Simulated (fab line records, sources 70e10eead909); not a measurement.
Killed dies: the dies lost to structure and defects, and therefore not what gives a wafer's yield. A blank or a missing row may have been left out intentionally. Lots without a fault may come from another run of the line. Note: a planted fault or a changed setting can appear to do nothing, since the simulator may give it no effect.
Chamber matching | flow nand-harc | rie-diel-10 running NHARC_P_BONDPAD_DESCUM_11: 4 sister chambers
The step chemistry O2, time 3 s. 16 wafers are shown with their chamber, then 8 later ones without.

== WAFERS, EACH WITH ITS CHAMBER ==
wafer  | chamber | drypump-motor-current-A (A) | oes-product-au (a.u.) | chamber-pressure-mTorr (mTorr)
L081.2 | 2       | 5.7                         | 0.999                 | 59.99
L081.3 | 3       | 6.0                         | 0.984                 | 59.99
L081.5 | 0       | 6.0                         | 1.009                 | 59.98
L083.1 | 1       | 5.9                         | 1.011                 | 59.97
L083.2 | 3       | 6.0                         | 0.991                 | 60.02
L083.6 | 3       | 6.0                         | 0.990                 | 59.96
L085.1 | 1       | 6.0                         | 0.989                 | 59.87
L085.3 | 2       | 5.8                         | 0.981                 | 59.91
L085.6 | 3       | 6.0                         | 0.977                 | 60.00
L091.2 | 1       | 5.9                         | 1.006                 | 60.06
L091.4 | 2       | 5.7                         | 0.994                 | 60.05
L091.6 | 2       | 5.7                         | 1.001                 | 60.06
L092.2 | 0       | 6.0                         | 0.993                 | 60.01
L092.3 | 2       | 5.7                         | 0.976                 | 60.11
L092.4 | 3       | 5.9                         | 0.982                 | 59.98
L095.1 | 0       | 6.0                         | 0.980                 | 59.92

SIGNATURES, as means of the wafers listed above
reading                 | chamber 0 | chamber 1 | chamber 2 | chamber 3 | scatter within a chamber
drypump-motor-current-A | 6.000     | 5.933     | 5.720     | 5.980     | 0.0435
oes-product-au          | 0.99400   | 1.00200   | 0.99020   | 0.98480   | 0.0105
chamber-pressure-mTorr  | 59.9700   | 59.9667   | 60.0240   | 59.9900   | 0.0631
Rule: for a wafer and a chamber, the distance is found by dividing, reading by reading, the gap between the wafer's reading and the chamber's mean by the reading's scatter, squaring, summing and taking the root. If the next closest chamber is less than 2 further off than the closest, the wafer can't be placed; otherwise it belongs to the closest. The scatter: take each reading less its chamber's mean, square it, sum over the shown wafers, divide by the number of wafers less the number of chambers, and take the root.

== WAFERS WHOSE CHAMBER IS MISSING ==
wafer  | drypump-motor-current-A (A) | oes-product-au (a.u.) | chamber-pressure-mTorr (mTorr)
L095.5 | 5.9                         | 0.993                 | 60.05
L095.6 | 5.8                         | 0.983                 | 59.97
L096.1 | 5.8                         | 0.990                 | 59.96
L096.3 | 6.0                         | 0.982                 | 60.07
L096.5 | 6.0                         | 0.987                 | 60.03
L097.1 | 5.7                         | 0.976                 | 59.92
L097.3 | 6.0                         | 0.985                 | 59.96
L097.6 | 5.7                         | 0.982                 | 59.95

== WHICH CHAMBER EACH WENT THROUGH ==
wafer  | from the rows above          | in truth
L095.5 | can't be placed: 1 or 3 or 0 | 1
L095.6 | can't be placed: 2 or 1      | 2
L096.1 | can't be placed: 2 or 1      | 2
L096.3 | can't be placed: 3 or 0 or 1 | 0
L096.5 | can't be placed: 3 or 0 or 1 | 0
L097.1 | 2                            | 2
L097.3 | can't be placed: 3 or 0 or 1 | 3
L097.6 | 2                            | 2
Placed correctly: 2 of 8. These rows do not allow placing 6 (true chamber among the candidates in 6). Placed wrongly: 0.
